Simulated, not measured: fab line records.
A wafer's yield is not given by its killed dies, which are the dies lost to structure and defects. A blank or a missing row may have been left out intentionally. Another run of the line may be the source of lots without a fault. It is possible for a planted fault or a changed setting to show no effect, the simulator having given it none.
Which tool is to blame? / flow n5 finfet / 36 wafers from 12 lots sampled at 2 of the route's 1938 steps

== WHAT THE GAUGES READ, wafer by wafer ==
N5_BEOL_M4_INSPECT_30: inspects for defects (brightfield).
lot=L074; measured=day 10 03:20; on=defect inspect-02; raw defect count=330 409 354
lot=L077; measured=day 10 18:55; on=defect inspect-01; raw defect count=377 454 358
lot=L083; measured=day 11 11:38; on=defect inspect-02; raw defect count=412 397 404
lot=L081; measured=day 12 00:46; on=defect inspect-02; raw defect count=375 330 421
lot=L085; measured=day 12 09:49; on=defect inspect-01; raw defect count=462 312 309
lot=L080; measured=day 12 15:37; on=defect inspect-02; raw defect count=274 420 222
lot=L086; measured=day 13 10:08; on=defect inspect-01; raw defect count=565 716 506
lot=L088; measured=day 13 13:23; on=defect inspect-02; raw defect count=292 318 260
lot=L090; measured=day 13 17:06; on=defect inspect-01; raw defect count=343 397 610
lot=L091; measured=day 14 04:31; on=defect inspect-02; raw defect count=553 449 404
lot=L095; measured=day 14 15:26; on=defect inspect-01; raw defect count=381 459 357
lot=L096; measured=day 14 21:08; on=defect inspect-02; raw defect count=405 360 387

== TOOL THAT RAN EACH LOT (tool first, then ch and the chambers of the sampled wafers, then the start) ==
lot=L074; N5_BEOL_M4_STRIP_19=rie diel-03 ch 2,3, day 10 00:20
lot=L077; N5_BEOL_M4_STRIP_19=rie diel-04 ch 0,2,3, day 10 13:50
lot=L083; N5_BEOL_M4_STRIP_19=rie diel-03 ch 0,3, day 11 11:09
lot=L081; N5_BEOL_M4_STRIP_19=rie diel-04 ch 0,1,2, day 12 00:10
lot=L085; N5_BEOL_M4_STRIP_19=rie diel-03 ch 0,2,3, day 12 09:20
lot=L080; N5_BEOL_M4_STRIP_19=rie diel-03 ch 0,2,3, day 12 15:04
lot=L086; N5_BEOL_M4_STRIP_19=rie diel-01 ch 0,1, day 13 09:40
lot=L088; N5_BEOL_M4_STRIP_19=rie diel-01 ch 1,2,3, day 13 12:47
lot=L090; N5_BEOL_M4_STRIP_19=rie diel-01 ch 0,1, day 13 16:29
lot=L091; N5_BEOL_M4_STRIP_19=rie diel-04 ch 0,2, day 14 04:03
lot=L095; N5_BEOL_M4_STRIP_19=rie diel-01 ch 0,1,2, day 14 14:50
lot=L096; N5_BEOL_M4_STRIP_19=rie diel-01 ch 0,1, day 14 20:39
- N5_BEOL_M4_STRIP_19: strips in O2.

== THE ANSWER, worked out from the rows above alone ==
Rule: the usual values come from the lots themselves. Put in order of their means at a reading, lots are off if they are a third of the lots or fewer, leave a main group of 4 or more, and stand apart from it by a gap of 3 or more times the standard deviation of the main group's means; of several such gaps the widest counts. A main group is skipped when, at the precision printed for the reading in the tables above, its means are all equal. Also off: a lot with no number at a reading for which 4 or more lots have one. The other lots that the step has rows for count as sound.
No lot is off at any reading shown: from this, nothing can be told.

== WHAT THE SIMULATOR HAD PUT IN ==
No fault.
